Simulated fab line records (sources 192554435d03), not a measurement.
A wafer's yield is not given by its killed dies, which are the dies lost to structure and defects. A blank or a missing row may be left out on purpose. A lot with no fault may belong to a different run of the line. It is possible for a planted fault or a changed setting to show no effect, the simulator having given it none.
Which tool was responsible? || flow n5Finfet || Sampling: 10 lots, 30 wafers, 5 of 1938 route steps

## WHAT THE GAUGES READ, wafer by wafer
N5_FIN_SAQP_THK_MEAS_07. Usual: thkNm 59.9 nm, standard deviation 0.73.
{"lot": "L243", "measured": "day 1 21:23", "on": "filmMetro-02", "thkNm (nm)": "59.4 59.6 60.2", "flag": ""}
{"lot": "L246", "measured": "day 2 14:58", "on": "filmMetro-02", "thkNm (nm)": "60.3 61.1 61.1", "flag": ""}
{"lot": "L247", "measured": "day 2 21:19", "on": "filmMetro-02", "thkNm (nm)": "59.6 59.4 59.8", "flag": ""}
{"lot": "L248", "measured": "day 3 03:08", "on": "filmMetro-02", "thkNm (nm)": "60.6 60.3 61.2", "flag": ""}
{"lot": "L250", "measured": "day 3 15:47", "on": "filmMetro-01", "thkNm (nm)": "58.3 58.9 58.9", "flag": ""}
{"lot": "L258", "measured": "day 5 16:16", "on": "filmMetro-01", "thkNm (nm)": "59.2 60.6 52.9", "flag": "OFF"}
{"lot": "L262", "measured": "day 6 15:11", "on": "filmMetro-01", "thkNm (nm)": "58.6 59.4 60.4", "flag": ""}
{"lot": "L263", "measured": "day 6 22:05", "on": "filmMetro-01", "thkNm (nm)": "59.1 60.5 59.8", "flag": ""}
{"lot": "L265", "measured": "day 7 10:07", "on": "filmMetro-02", "thkNm (nm)": "60.0 60.3 59.7", "flag": ""}
{"lot": "L266", "measured": "day 7 19:14", "on": "filmMetro-01", "thkNm (nm)": "60.0 58.8 60.6", "flag": ""}

## WHAT TOOL EACH LOT RAN ON (gives the tool, then ch and the chambers of the sampled wafers, and finally the start)
{"lot": "L243", "N5_WELL_APT_DESCUM_30": "rieDiel-01 ch 0,1,3, day 1 15:12", "N5_PMOS_HMC_CHANNEL_EPI_FIN_RECESS_16": "rieSi-06 ch 0,2, day 1 17:41", "N5_FIN_SAQP_PECVD_47": "pecvd-01 ch 0,1, day 1 21:08", "N5_FIN_SAQP_PECVD_06": "pecvd-01 ch 0,1, day 1 21:16"}
{"lot": "L246", "N5_WELL_APT_DESCUM_30": "rieDiel-03 ch 0,2,3, day 2 08:58", "N5_PMOS_HMC_CHANNEL_EPI_FIN_RECESS_16": "rieSi-02 ch 0,2,3, day 2 11:40", "N5_FIN_SAQP_PECVD_47": "pecvd-04 ch 0,1,2, day 2 14:47", "N5_FIN_SAQP_PECVD_06": "pecvd-04 ch 0,1,2, day 2 14:52"}
{"lot": "L247", "N5_WELL_APT_DESCUM_30": "rieDiel-04 ch 1,3, day 2 14:53", "N5_PMOS_HMC_CHANNEL_EPI_FIN_RECESS_16": "rieSi-01 ch 0,2,3, day 2 17:57", "N5_FIN_SAQP_PECVD_47": "pecvd-01 ch 0,1, day 2 21:05", "N5_FIN_SAQP_PECVD_06": "pecvd-01 ch 0,1, day 2 21:12"}
{"lot": "L248", "N5_WELL_APT_DESCUM_30": "rieDiel-01 ch 0,2,3, day 2 21:04", "N5_PMOS_HMC_CHANNEL_EPI_FIN_RECESS_16": "rieSi-06 ch 0,1,3, day 3 00:00", "N5_FIN_SAQP_PECVD_47": "pecvd-01 ch 0,1,2, day 3 02:59", "N5_FIN_SAQP_PECVD_06": "pecvd-01 ch 0,1,2, day 3 03:04"}
{"lot": "L250", "N5_WELL_APT_DESCUM_30": "rieDiel-04 ch 1,2, day 3 09:19", "N5_PMOS_HMC_CHANNEL_EPI_FIN_RECESS_16": "rieSi-01 ch 1,3, day 3 12:28", "N5_FIN_SAQP_PECVD_47": "pecvd-03 ch 0,1,2, day 3 15:37", "N5_FIN_SAQP_PECVD_06": "pecvd-03 ch 0,1,2, day 3 15:42"}
{"lot": "L258", "N5_WELL_APT_DESCUM_30": "rieDiel-04 ch 0,2, day 5 09:24", "N5_PMOS_HMC_CHANNEL_EPI_FIN_RECESS_16": "rieSi-02 ch 0,1,3, day 5 12:38", "N5_FIN_SAQP_PECVD_47": "pecvd-04 ch 0,1, day 5 16:06", "N5_FIN_SAQP_PECVD_06": "pecvd-04 ch 0,1, day 5 16:11"}
{"lot": "L262", "N5_WELL_APT_DESCUM_30": "rieDiel-03 ch 1,3, day 6 09:08", "N5_PMOS_HMC_CHANNEL_EPI_FIN_RECESS_16": "rieSi-01 ch 0,2,3, day 6 11:49", "N5_FIN_SAQP_PECVD_47": "pecvd-01 ch 1,2, day 6 14:59", "N5_FIN_SAQP_PECVD_06": "pecvd-01 ch 1,2, day 6 15:04"}
{"lot": "L263", "N5_WELL_APT_DESCUM_30": "rieDiel-03 ch 0,1,2, day 6 14:59", "N5_PMOS_HMC_CHANNEL_EPI_FIN_RECESS_16": "rieSi-02 ch 1,3, day 6 17:47", "N5_FIN_SAQP_PECVD_47": "pecvd-03 ch 0,2, day 6 21:55", "N5_FIN_SAQP_PECVD_06": "pecvd-03 ch 0,2, day 6 22:00"}
{"lot": "L265", "N5_WELL_APT_DESCUM_30": "rieDiel-01 ch 0,3, day 7 02:52", "N5_PMOS_HMC_CHANNEL_EPI_FIN_RECESS_16": "rieSi-02 ch 0,3, day 7 06:43", "N5_FIN_SAQP_PECVD_47": "pecvd-01 ch 0,1, day 7 09:57", "N5_FIN_SAQP_PECVD_06": "pecvd-01 ch 0,1, day 7 10:02"}
{"lot": "L266", "N5_WELL_APT_DESCUM_30": "rieDiel-01 ch 1,2,3, day 7 13:13", "N5_PMOS_HMC_CHANNEL_EPI_FIN_RECESS_16": "rieSi-06 ch 1,2,3, day 7 16:02", "N5_FIN_SAQP_PECVD_47": "pecvd-01 ch 0,1,2, day 7 19:04", "N5_FIN_SAQP_PECVD_06": "pecvd-01 ch 0,1,2, day 7 19:08"}
- N5_WELL_APT_DESCUM_30: chemistry O2, time 7.9 s.
- N5_PMOS_HMC_CHANNEL_EPI_FIN_RECESS_16: chemistry HBr/Cl2, target Si, target depth 54 nm, time 18 s.
- N5_FIN_SAQP_PECVD_47: deposits a-Si from SiH4/He, target thk 45 nm, time 36.3 s.
- N5_FIN_SAQP_PECVD_06: deposits a-Si from SiH4/He, target thk 60 nm, time 48.1 s.

## AS READ BY THE TOOLS THEMSELVES (means over the sampled wafers that have a number; for cases with no such wafer, the mark the record gives instead)
N5_WELL_APT_DESCUM_30. Usual: drypumpMotorCurrentA 5.6 A, standard deviation 0.5; oesProductAu 0.81 a.u., standard deviation 0.1; rfVppV 243.1 V, standard deviation 1.5; showerheadPlenumPTorr 2.09 Torr, standard deviation 0.088; tempC 39.97 C, standard deviation 0.1; throttleValvePct 20.40 %, standard deviation 0.17.
{"lot": "L243", "tool": "rieDiel-01", "drypumpMotorCurrentA (A)": 5.7, "oesProductAu (a.u.)": 0.75, "rfVppV (V)": 243.1, "showerheadPlenumPTorr (Torr)": 2.06, "tempC (C)": 39.95, "throttleValvePct (%)": 20.56, "flag": ""}
{"lot": "L246", "tool": "rieDiel-03", "drypumpMotorCurrentA (A)": 5.2, "oesProductAu (a.u.)": 0.74, "rfVppV (V)": 242.9, "showerheadPlenumPTorr (Torr)": 2.08, "tempC (C)": 39.96, "throttleValvePct (%)": 20.46, "flag": ""}
{"lot": "L247", "tool": "rieDiel-04", "drypumpMotorCurrentA (A)": 5.7, "oesProductAu (a.u.)": 0.70, "rfVppV (V)": 240.5, "showerheadPlenumPTorr (Torr)": 1.98, "tempC (C)": 40.06, "throttleValvePct (%)": 20.52, "flag": ""}
{"lot": "L248", "tool": "rieDiel-01", "drypumpMotorCurrentA (A)": 5.8, "oesProductAu (a.u.)": 0.74, "rfVppV (V)": 243.1, "showerheadPlenumPTorr (Torr)": 2.06, "tempC (C)": 40.05, "throttleValvePct (%)": 20.54, "flag": ""}
{"lot": "L250", "tool": "rieDiel-04", "drypumpMotorCurrentA (A)": 5.8, "oesProductAu (a.u.)": 0.80, "rfVppV (V)": 243.4, "showerheadPlenumPTorr (Torr)": 2.08, "tempC (C)": 39.94, "throttleValvePct (%)": 20.27, "flag": ""}
{"lot": "L258", "tool": "rieDiel-04", "drypumpMotorCurrentA (A)": 5.9, "oesProductAu (a.u.)": 0.87, "rfVppV (V)": 243.2, "showerheadPlenumPTorr (Torr)": 2.10, "tempC (C)": 39.97, "throttleValvePct (%)": 20.24, "flag": ""}
{"lot": "L262", "tool": "rieDiel-03", "drypumpMotorCurrentA (A)": 5.9, "oesProductAu (a.u.)": 0.84, "rfVppV (V)": 244.1, "showerheadPlenumPTorr (Torr)": 2.20, "tempC (C)": 39.93, "throttleValvePct (%)": 20.45, "flag": ""}
{"lot": "L263", "tool": "rieDiel-03", "drypumpMotorCurrentA (A)": 5.8, "oesProductAu (a.u.)": 0.77, "rfVppV (V)": 243.6, "showerheadPlenumPTorr (Torr)": 2.09, "tempC (C)": 40.00, "throttleValvePct (%)": 20.38, "flag": ""}
{"lot": "L265", "tool": "rieDiel-01", "drypumpMotorCurrentA (A)": 5.9, "oesProductAu (a.u.)": 0.85, "rfVppV (V)": 243.4, "showerheadPlenumPTorr (Torr)": 2.10, "tempC (C)": 39.96, "throttleValvePct (%)": 20.36, "flag": ""}
{"lot": "L266", "tool": "rieDiel-01", "drypumpMotorCurrentA (A)": 5.6, "oesProductAu (a.u.)": 0.92, "rfVppV (V)": 244.3, "showerheadPlenumPTorr (Torr)": 2.17, "tempC (C)": 40.02, "throttleValvePct (%)": 20.36, "flag": ""}

N5_PMOS_HMC_CHANNEL_EPI_FIN_RECESS_16. Usual: drypumpMotorCurrentA 5.7 A, standard deviation 0.45; oesProductAu 0.993 a.u., standard deviation 0.018; throttleValvePct 35.52 %, standard deviation 0.26.
{"lot": "L243", "tool": "rieSi-06", "drypumpMotorCurrentA (A)": 5.5, "oesProductAu (a.u.)": 0.980, "throttleValvePct (%)": 35.81, "flag": ""}
{"lot": "L246", "tool": "rieSi-02", "drypumpMotorCurrentA (A)": 5.9, "oesProductAu (a.u.)": 0.993, "throttleValvePct (%)": 35.36, "flag": ""}
{"lot": "L247", "tool": "rieSi-01", "drypumpMotorCurrentA (A)": 5.2, "oesProductAu (a.u.)": 1.012, "throttleValvePct (%)": 35.47, "flag": ""}
{"lot": "L248", "tool": "rieSi-06", "drypumpMotorCurrentA (A)": 5.8, "oesProductAu (a.u.)": 0.989, "throttleValvePct (%)": 35.48, "flag": ""}
{"lot": "L250", "tool": "rieSi-01", "drypumpMotorCurrentA (A)": 5.2, "oesProductAu (a.u.)": 1.013, "throttleValvePct (%)": 35.47, "flag": ""}
{"lot": "L258", "tool": "rieSi-02", "drypumpMotorCurrentA (A)": 6.2, "oesProductAu (a.u.)": 0.984, "throttleValvePct (%)": 35.45, "flag": ""}
{"lot": "L262", "tool": "rieSi-01", "drypumpMotorCurrentA (A)": 5.2, "oesProductAu (a.u.)": 1.006, "throttleValvePct (%)": 35.42, "flag": ""}
{"lot": "L263", "tool": "rieSi-02", "drypumpMotorCurrentA (A)": 6.1, "oesProductAu (a.u.)": 0.982, "throttleValvePct (%)": 35.59, "flag": ""}
{"lot": "L265", "tool": "rieSi-02", "drypumpMotorCurrentA (A)": 6.2, "oesProductAu (a.u.)": 0.991, "throttleValvePct (%)": 35.33, "flag": ""}
{"lot": "L266", "tool": "rieSi-06", "drypumpMotorCurrentA (A)": 5.6, "oesProductAu (a.u.)": 0.981, "throttleValvePct (%)": 35.68, "flag": ""}

N5_FIN_SAQP_PECVD_47. Usual: heaterPowerW 807 W, standard deviation 61; showerheadPlenumPTorr 5.65 Torr, standard deviation 0.035; throttleValvePct 18.5 %, standard deviation 1.1.
{"lot": "L243", "tool": "pecvd-01", "heaterPowerW (W)": 785, "showerheadPlenumPTorr (Torr)": 5.63, "throttleValvePct (%)": 20.0, "flag": ""}
{"lot": "L246", "tool": "pecvd-04", "heaterPowerW (W)": 851, "showerheadPlenumPTorr (Torr)": 5.67, "throttleValvePct (%)": 18.1, "flag": ""}
{"lot": "L247", "tool": "pecvd-01", "heaterPowerW (W)": 841, "showerheadPlenumPTorr (Torr)": 5.64, "throttleValvePct (%)": 19.9, "flag": ""}
{"lot": "L248", "tool": "pecvd-01", "heaterPowerW (W)": 792, "showerheadPlenumPTorr (Torr)": 5.67, "throttleValvePct (%)": 18.5, "flag": ""}
{"lot": "L250", "tool": "pecvd-03", "heaterPowerW (W)": 822, "showerheadPlenumPTorr (Torr)": 5.61, "throttleValvePct (%)": 18.3, "flag": ""}
{"lot": "L258", "tool": "pecvd-04", "heaterPowerW (W)": 803, "showerheadPlenumPTorr (Torr)": 5.70, "throttleValvePct (%)": 18.2, "flag": ""}
{"lot": "L262", "tool": "pecvd-01", "heaterPowerW (W)": 824, "showerheadPlenumPTorr (Torr)": 5.66, "throttleValvePct (%)": 19.5, "flag": ""}
{"lot": "L263", "tool": "pecvd-03", "heaterPowerW (W)": 827, "showerheadPlenumPTorr (Torr)": 5.62, "throttleValvePct (%)": 18.9, "flag": ""}
{"lot": "L265", "tool": "pecvd-01", "heaterPowerW (W)": 793, "showerheadPlenumPTorr (Torr)": 5.64, "throttleValvePct (%)": 19.0, "flag": ""}
{"lot": "L266", "tool": "pecvd-01", "heaterPowerW (W)": 776, "showerheadPlenumPTorr (Torr)": 5.66, "throttleValvePct (%)": 18.6, "flag": ""}

N5_FIN_SAQP_PECVD_06. Usual: heaterPowerW 811 W, standard deviation 58; showerheadPlenumPTorr 5.66 Torr, standard deviation 0.036; throttleValvePct 18.5 %, standard deviation 1.1.
{"lot": "L243", "tool": "pecvd-01", "heaterPowerW (W)": 850, "showerheadPlenumPTorr (Torr)": 5.64, "throttleValvePct (%)": 20.0, "flag": ""}
{"lot": "L246", "tool": "pecvd-04", "heaterPowerW (W)": 781, "showerheadPlenumPTorr (Torr)": 5.68, "throttleValvePct (%)": 18.1, "flag": ""}
{"lot": "L247", "tool": "pecvd-01", "heaterPowerW (W)": 828, "showerheadPlenumPTorr (Torr)": 5.64, "throttleValvePct (%)": 20.1, "flag": ""}
{"lot": "L248", "tool": "pecvd-01", "heaterPowerW (W)": 807, "showerheadPlenumPTorr (Torr)": 5.66, "throttleValvePct (%)": 18.7, "flag": ""}
{"lot": "L250", "tool": "pecvd-03", "heaterPowerW (W)": 770, "showerheadPlenumPTorr (Torr)": 5.62, "throttleValvePct (%)": 18.4, "flag": ""}
{"lot": "L258", "tool": "pecvd-04", "heaterPowerW (W)": 760, "showerheadPlenumPTorr (Torr)": 5.71, "throttleValvePct (%)": 18.3, "flag": ""}
{"lot": "L262", "tool": "pecvd-01", "heaterPowerW (W)": 843, "showerheadPlenumPTorr (Torr)": 5.66, "throttleValvePct (%)": 19.5, "flag": ""}
{"lot": "L263", "tool": "pecvd-03", "heaterPowerW (W)": 810, "showerheadPlenumPTorr (Torr)": 5.62, "throttleValvePct (%)": 19.0, "flag": ""}
{"lot": "L265", "tool": "pecvd-01", "heaterPowerW (W)": 838, "showerheadPlenumPTorr (Torr)": 5.64, "throttleValvePct (%)": 19.2, "flag": ""}
{"lot": "L266", "tool": "pecvd-01", "heaterPowerW (W)": 812, "showerheadPlenumPTorr (Torr)": 5.67, "throttleValvePct (%)": 18.7, "flag": ""}

## THE ANSWER, worked out from the rows above alone
Rule: lot off if the mean of its wafers having a number is beyond 3 standard deviations from the usual mean. Also off: a lot with no number at a reading for which 4 or more lots have one. Any other lot the step has rows for is counted as sound. First the gauges in route order, then the tools' own readings, where a lot's mean is used as printed above. At the first step where some lot is off, the reading lying furthest off is the one used; lots without a number count as furthest.
Off at N5_FIN_SAQP_THK_MEAS_07 (thkNm): L258.
A tool fits if, at a process step before that reading, it ran every lot that is off, and no sound lot after the first of them. Those tools and the gauges at N5_FIN_SAQP_THK_MEAS_07 are tried in the same way. Can't be told from this: 2 tools fit, rieDiel-04 at N5_WELL_APT_DESCUM_30, pecvd-04 at N5_FIN_SAQP_PECVD_47 and N5_FIN_SAQP_PECVD_06.

## WHAT HAD BEEN PUT IN BY THE SIMULATOR
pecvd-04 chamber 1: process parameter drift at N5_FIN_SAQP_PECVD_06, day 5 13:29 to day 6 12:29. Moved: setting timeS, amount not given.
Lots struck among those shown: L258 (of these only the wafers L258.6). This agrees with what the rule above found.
